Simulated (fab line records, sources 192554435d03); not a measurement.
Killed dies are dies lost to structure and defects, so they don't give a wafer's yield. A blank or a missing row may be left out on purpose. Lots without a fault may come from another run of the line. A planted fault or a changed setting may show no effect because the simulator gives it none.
The tool behind it: which one? :: flow n5_finfet :: 30 wafers from 10 lots sampled at 6 of the route's 1938 steps

== WHAT EACH GAUGE READ, for each wafer ==
N5_BEOL_M4_RC_MEAS_101. Usual: DIBL_N 35.9 mV/V, standard deviation 1.8; DIBL_P 36.2 mV/V, standard deviation 2; IOFF_N 0.16 nA/um, standard deviation 0.031; IOFF_P 0.22 nA/um, standard deviation 0.041; ION_N 676 uA/um, standard deviation 11; ION_P 465 uA/um, standard deviation 8.5; SS_N 71.4 mV/dec, standard deviation 0.64; SS_P 73.2 mV/dec, standard deviation 0.7; VT_N 250 mV, standard deviation 3.5; VT_P -250 mV, standard deviation 3.9.
lot: L415
measured: day 8 04:23
on: prober-01
DIBL_N (mV/V): 35.4 36.9 35.3
DIBL_P (mV/V): 35.3 37.8 34.9
IOFF_N (nA/um): 0.13 0.17 0.14
IOFF_P (nA/um): 0.22 0.29 0.23
ION_N (uA/um): 672 694 674
ION_P (uA/um): 466 484 476
SS_N (mV/dec): 71.4 71.1 70.7
SS_P (mV/dec): 72.4 73.3 73.0
VT_N (mV): 255 249 252
VT_P (mV): -249 -244 -246
flag: 

lot: L416
measured: day 8 04:22
on: prober-02
DIBL_N (mV/V): 35.3 34.0 35.9
DIBL_P (mV/V): 37.7 35.3 37.8
IOFF_N (nA/um): 0.15 0.13 0.16
IOFF_P (nA/um): 0.21 0.18 0.22
ION_N (uA/um): 681 657 688
ION_P (uA/um): 472 456 467
SS_N (mV/dec): 70.8 70.9 70.8
SS_P (mV/dec): 73.5 73.1 73.5
VT_N (mV): 250 253 251
VT_P (mV): -250 -252 -249
flag: 

lot: L417
measured: day 8 14:21
on: prober-02
DIBL_N (mV/V): 36.6 33.5 35.1
DIBL_P (mV/V): 35.9 32.5 35.4
IOFF_N (nA/um): 0.17 0.11 0.15
IOFF_P (nA/um): 0.19 0.15 0.18
ION_N (uA/um): 673 657 676
ION_P (uA/um): 449 450 457
SS_N (mV/dec): 71.5 70.8 71.1
SS_P (mV/dec): 73.4 71.8 72.0
VT_N (mV): 250 252 250
VT_P (mV): -251 -254 -251
flag: 

lot: L419
measured: day 9 03:10
on: prober-01
DIBL_N (mV/V): 36.8 36.2 34.8
DIBL_P (mV/V): 36.1 35.4 34.8
IOFF_N (nA/um): 0.18 0.15 0.15
IOFF_P (nA/um): 0.25 0.24 0.23
ION_N (uA/um): 681 673 678
ION_P (uA/um): 471 474 472
SS_N (mV/dec): 72.3 71.4 71.2
SS_P (mV/dec): 73.8 74.1 73.0
VT_N (mV): 249 250 249
VT_P (mV): -244 -245 -247
flag: 

lot: L429
measured: day 11 17:22
on: prober-01
DIBL_N (mV/V): 37.3 35.6 34.1
DIBL_P (mV/V): 37.5 35.1 34.6
IOFF_N (nA/um): 0.20 0.16 0.15
IOFF_P (nA/um): 0.28 0.22 0.23
ION_N (uA/um): 706 682 679
ION_P (uA/um): 476 470 469
SS_N (mV/dec): 71.2 70.9 70.5
SS_P (mV/dec): 74.2 73.6 73.6
VT_N (mV): 243 246 250
VT_P (mV): -247 -251 -245
flag: 

lot: L434
measured: day 13 02:40
on: prober-01
DIBL_N (mV/V): 38.3 38.3 37.5
DIBL_P (mV/V): 40.2 39.0 37.9
IOFF_N (nA/um): 0.22 0.20 0.18
IOFF_P (nA/um): 0.28 0.26 0.24
ION_N (uA/um): 679 685 678
ION_P (uA/um): 470 476 464
SS_N (mV/dec): 72.5 72.2 72.2
SS_P (mV/dec): 74.3 73.0 73.7
VT_N (mV): 247 246 248
VT_P (mV): -245 -246 -247
flag: 

lot: L437
measured: day 13 20:48
on: prober-02
DIBL_N (mV/V): 35.1 37.9 37.0
DIBL_P (mV/V): 35.2 37.1 36.8
IOFF_N (nA/um): 0.14 0.18 0.16
IOFF_P (nA/um): 0.21 0.24 0.24
ION_N (uA/um): 684 691 678
ION_P (uA/um): 470 473 470
SS_N (mV/dec): 71.1 71.3 71.6
SS_P (mV/dec): 72.6 74.2 73.5
VT_N (mV): 247 248 248
VT_P (mV): -248 -248 -248
flag: 

lot: L438
measured: day 14 09:07
on: prober-02
DIBL_N (mV/V): 35.7 35.4 35.6
DIBL_P (mV/V): 35.5 35.8 36.1
IOFF_N (nA/um): 0.13 0.13 0.14
IOFF_P (nA/um): 0.15 0.15 0.15
ION_N (uA/um): 676 678 675
ION_P (uA/um): 456 464 452
SS_N (mV/dec): 70.6 70.6 71.2
SS_P (mV/dec): 73.4 72.5 73.0
VT_N (mV): 250 254 249
VT_P (mV): -258 -259 -256
flag: 

== EACH LOT AND THE TOOL THAT RAN IT (in order: tool; ch and the chambers of the sampled wafers; start) ==
lot: L415
N5_BEOL_M0_PRE_CLEAN_113: pvd_sputter-01, day 6 01:24
N5_BEOL_M0_ALD_136: ald_metal-03 ch 0,3, day 6 01:30
N5_BEOL_M0_ANNEAL_117: pvd_sputter-01, day 6 02:08
N5_BEOL_M0_SPUTTER_134: pvd_sputter-01, day 6 02:18
N5_BEOL_M0_CMP_120: cmp-04 ch 0,2, day 6 02:55

lot: L416
N5_BEOL_M0_PRE_CLEAN_113: pvd_sputter-03, day 6 01:25
N5_BEOL_M0_ALD_136: ald_metal-01 ch 0,1,2, day 6 01:29
N5_BEOL_M0_ANNEAL_117: pvd_sputter-03, day 6 02:11
N5_BEOL_M0_SPUTTER_134: pvd_sputter-03, day 6 02:21
N5_BEOL_M0_CMP_120: cmp-04 ch 1,2,3, day 6 03:11

lot: L417
N5_BEOL_M0_PRE_CLEAN_113: pvd_sputter-02, day 6 14:30
N5_BEOL_M0_ALD_136: ald_metal-01 ch 0,2,3, day 6 14:34
N5_BEOL_M0_ANNEAL_117: pvd_sputter-01, day 6 15:10
N5_BEOL_M0_SPUTTER_134: pvd_sputter-01, day 6 15:20
N5_BEOL_M0_CMP_120: cmp-03 ch 0,3, day 6 15:56

lot: L419
N5_BEOL_M0_PRE_CLEAN_113: pvd_sputter-03, day 6 22:40
N5_BEOL_M0_ALD_136: ald_metal-01 ch 1,2,3, day 6 22:46
N5_BEOL_M0_ANNEAL_117: pvd_sputter-02, day 6 23:17
N5_BEOL_M0_SPUTTER_134: pvd_sputter-02, day 6 23:26
N5_BEOL_M0_CMP_120: cmp-01 ch 1,2,3, day 7 00:05

lot: L429
N5_BEOL_M0_PRE_CLEAN_113: pvd_sputter-02, day 9 15:04
N5_BEOL_M0_ALD_136: ald_metal-01 ch 1,2,3, day 9 15:07
N5_BEOL_M0_ANNEAL_117: pvd_sputter-01, day 9 15:48
N5_BEOL_M0_SPUTTER_134: pvd_sputter-01, day 9 15:58
N5_BEOL_M0_CMP_120: cmp-03 ch 1,2, day 9 19:36

lot: L430
N5_BEOL_M0_PRE_CLEAN_113: pvd_sputter-03, day 9 19:50
N5_BEOL_M0_ALD_136: ald_metal-03 ch 0,3, day 9 19:56
N5_BEOL_M0_ANNEAL_117: pvd_sputter-01, day 9 20:36
N5_BEOL_M0_SPUTTER_134: pvd_sputter-01, day 9 20:46
N5_BEOL_M0_CMP_120: cmp-03 ch 0,1, day 10 01:13

lot: L431
N5_BEOL_M0_PRE_CLEAN_113: pvd_sputter-01, day 10 00:20
N5_BEOL_M0_ALD_136: ald_metal-02 ch 0,3, day 10 00:25
N5_BEOL_M0_ANNEAL_117: pvd_sputter-03, day 10 02:21
N5_BEOL_M0_SPUTTER_134: pvd_sputter-03, day 10 02:31
N5_BEOL_M0_CMP_120: cmp-04 ch 2,3, day 10 06:57

lot: L434
N5_BEOL_M0_PRE_CLEAN_113: pvd_sputter-03, day 10 18:27
N5_BEOL_M0_ALD_136: ald_metal-03 ch 1,2, day 10 18:31
N5_BEOL_M0_ANNEAL_117: pvd_sputter-03, day 10 19:01
N5_BEOL_M0_SPUTTER_134: pvd_sputter-03, day 10 19:10
N5_BEOL_M0_CMP_120: cmp-03 ch 0,1, day 11 00:38

lot: L437
N5_BEOL_M0_PRE_CLEAN_113: pvd_sputter-01, day 11 20:25
N5_BEOL_M0_ALD_136: ald_metal-03 ch 1,2,3, day 11 20:42
N5_BEOL_M0_ANNEAL_117: pvd_sputter-03, day 11 21:51
N5_BEOL_M0_SPUTTER_134: pvd_sputter-03, day 11 22:01
N5_BEOL_M0_CMP_120: cmp-04 ch 0,1,2, day 11 23:43

lot: L438
N5_BEOL_M0_PRE_CLEAN_113: pvd_sputter-03, day 11 23:16
N5_BEOL_M0_ALD_136: ald_metal-03 ch 1,3, day 11 23:20
N5_BEOL_M0_ANNEAL_117: pvd_sputter-02, day 12 01:35
N5_BEOL_M0_SPUTTER_134: pvd_sputter-02, day 12 01:44
N5_BEOL_M0_CMP_120: cmp-04 ch 1,2,3, day 12 02:29
- N5_BEOL_M0_PRE_CLEAN_113: time 30 s.
- N5_BEOL_M0_ALD_136: deposits TaN, pulse time 2 s, purge time 3 s, co reactant purge time 2 s.
- N5_BEOL_M0_ANNEAL_117: time 60 s.
- N5_BEOL_M0_SPUTTER_134: material Cu, target thk 4 nm, time 7.37 s.
- N5_BEOL_M0_CMP_120: polishes, stops on SiOC, t overpolish 6.9 s.

== WHAT THE TOOLS THEMSELVES READ (means of the sampled wafers that have a number; where no wafer has one, the mark that the record gives instead) ==
N5_BEOL_M0_PRE_CLEAN_113. Usual: heater_power_w reads 340 W (standard deviation 37).
lot: L415
tool: pvd_sputter-01
heater_power_w (W): 350
flag: 

lot: L416
tool: pvd_sputter-03
heater_power_w (W): 354
flag: 

lot: L417
tool: pvd_sputter-02
heater_power_w (W): 337
flag: 

lot: L419
tool: pvd_sputter-03
heater_power_w (W): 342
flag: 

lot: L429
tool: pvd_sputter-02
heater_power_w (W): 344
flag: 

lot: L430
tool: pvd_sputter-03
heater_power_w (W): 356
flag: 

lot: L431
tool: pvd_sputter-01
heater_power_w (W): 299
flag: 

lot: L434
tool: pvd_sputter-03
heater_power_w (W): 355
flag: 

lot: L437
tool: pvd_sputter-01
heater_power_w (W): 333
flag: 

lot: L438
tool: pvd_sputter-03
heater_power_w (W): 348
flag: 

N5_BEOL_M0_ALD_136. Usual: chamber_pressure_Torr 2.999 Torr, standard deviation 0.0069; heater_power_w 421 W, standard deviation 53.
lot: L415
tool: ald_metal-03
chamber_pressure_Torr (Torr): 3.000
heater_power_w (W): 422
flag: 

lot: L416
tool: ald_metal-01
chamber_pressure_Torr (Torr): 2.992
heater_power_w (W): 405
flag: 

lot: L417
tool: ald_metal-01
chamber_pressure_Torr (Torr): 2.994
heater_power_w (W): 409
flag: 

lot: L419
tool: ald_metal-01
chamber_pressure_Torr (Torr): 2.997
heater_power_w (W): 393
flag: 

lot: L429
tool: ald_metal-01
chamber_pressure_Torr (Torr): 3.004
heater_power_w (W): 390
flag: 

lot: L430
tool: ald_metal-03
chamber_pressure_Torr (Torr): -
heater_power_w (W): -
flag: OFF

lot: L431
tool: ald_metal-02
chamber_pressure_Torr (Torr): -
heater_power_w (W): -
flag: OFF

lot: L434
tool: ald_metal-03
chamber_pressure_Torr (Torr): 2.997
heater_power_w (W): 408
flag: 

lot: L437
tool: ald_metal-03
chamber_pressure_Torr (Torr): 2.998
heater_power_w (W): 454
flag: 

lot: L438
tool: ald_metal-03
chamber_pressure_Torr (Torr): 3.005
heater_power_w (W): 496
flag: 

N5_BEOL_M0_ANNEAL_117. Usual: heater_power_w reads 839 W (standard deviation 93).
lot: L415
tool: pvd_sputter-01
heater_power_w (W): 844
flag: 

lot: L416
tool: pvd_sputter-03
heater_power_w (W): 877
flag: 

lot: L417
tool: pvd_sputter-01
heater_power_w (W): 761
flag: 

lot: L419
tool: pvd_sputter-02
heater_power_w (W): 788
flag: 

lot: L429
tool: pvd_sputter-01
heater_power_w (W): 891
flag: 

lot: L430
tool: pvd_sputter-01
heater_power_w (W): 782
flag: 

lot: L431
tool: pvd_sputter-03
heater_power_w (W): 865
flag: 

lot: L434
tool: pvd_sputter-03
heater_power_w (W): 871
flag: 

lot: L437
tool: pvd_sputter-03
heater_power_w (W): 871
flag: 

lot: L438
tool: pvd_sputter-02
heater_power_w (W): 785
flag: 

N5_BEOL_M0_SPUTTER_134. Usual: throttle_valve_pct reads 29.8 % (standard deviation 1.2).
lot: L415
tool: pvd_sputter-01
throttle_valve_pct (%): 29.6
flag: 

lot: L416
tool: pvd_sputter-03
throttle_valve_pct (%): 29.6
flag: 

lot: L417
tool: pvd_sputter-01
throttle_valve_pct (%): 29.3
flag: 

lot: L419
tool: pvd_sputter-02
throttle_valve_pct (%): 30.7
flag: 

lot: L429
tool: pvd_sputter-01
throttle_valve_pct (%): 28.8
flag: 

lot: L430
tool: pvd_sputter-01
throttle_valve_pct (%): 30.3
flag: 

lot: L431
tool: pvd_sputter-03
throttle_valve_pct (%): 29.1
flag: 

lot: L434
tool: pvd_sputter-03
throttle_valve_pct (%): 30.9
flag: 

lot: L437
tool: pvd_sputter-03
throttle_valve_pct (%): 30.2
flag: 

lot: L438
tool: pvd_sputter-02
throttle_valve_pct (%): 30.0
flag: 

N5_BEOL_M0_CMP_120. Usual: barrier_field_endpoint_s 3.65 s, standard deviation 0.15; motor_current_A 6.4 A, standard deviation 0.54; retaining_ring_pressure_frac 1.000, standard deviation 0.0047.
lot: L415
tool: cmp-04
barrier_field_endpoint_s (s): 3.64
motor_current_A (A): 7.0
retaining_ring_pressure_frac: 1.000
flag: 

lot: L416
tool: cmp-04
barrier_field_endpoint_s (s): 3.56
motor_current_A (A): 6.6
retaining_ring_pressure_frac: 1.001
flag: 

lot: L417
tool: cmp-03
barrier_field_endpoint_s (s): 3.66
motor_current_A (A): 7.0
retaining_ring_pressure_frac: 0.996
flag: 

lot: L419
tool: cmp-01
barrier_field_endpoint_s (s): 3.66
motor_current_A (A): 6.1
retaining_ring_pressure_frac: 1.000
flag: 

lot: L429
tool: cmp-03
barrier_field_endpoint_s (s): 3.72
motor_current_A (A): 6.3
retaining_ring_pressure_frac: 1.003
flag: 

lot: L430
tool: cmp-03
barrier_field_endpoint_s (s): 1.87
motor_current_A (A): 6.3
retaining_ring_pressure_frac: 1.003
flag: OFF

lot: L431
tool: cmp-04
barrier_field_endpoint_s (s): 1.80
motor_current_A (A): 6.6
retaining_ring_pressure_frac: 1.000
flag: OFF

lot: L434
tool: cmp-03
barrier_field_endpoint_s (s): 3.73
motor_current_A (A): 6.3
retaining_ring_pressure_frac: 1.000
flag: 

lot: L437
tool: cmp-04
barrier_field_endpoint_s (s): 3.66
motor_current_A (A): 6.7
retaining_ring_pressure_frac: 1.002
flag: 

lot: L438
tool: cmp-04
barrier_field_endpoint_s (s): 3.48
motor_current_A (A): 6.7
retaining_ring_pressure_frac: 0.999
flag: 

== THE ANSWER, worked out from the rows above alone ==
Rule: a lot is off if the mean of its wafers that have a number lies more than 3 standard deviations from the usual mean. A lot without any number at a reading at which 4 lots or more have one is off too. All remaining lots with rows at the step are treated as sound. After the gauges, taken in route order, come the tools' own readings; for these a lot's mean is taken, as printed above. At the first step where some lot is off, the reading lying furthest off is the one used; lots without a number count as furthest.
Off at N5_BEOL_M0_ALD_136 (chamber_pressure_Torr): L430, L431. Without a number there: L430, L431.
If a tool, at that step or one of the process steps before it, ran each lot that is off and ran no sound lot following the first of them, it fits. Not one of the candidates tried fits.

== WHAT THE SIMULATOR PUT IN ==
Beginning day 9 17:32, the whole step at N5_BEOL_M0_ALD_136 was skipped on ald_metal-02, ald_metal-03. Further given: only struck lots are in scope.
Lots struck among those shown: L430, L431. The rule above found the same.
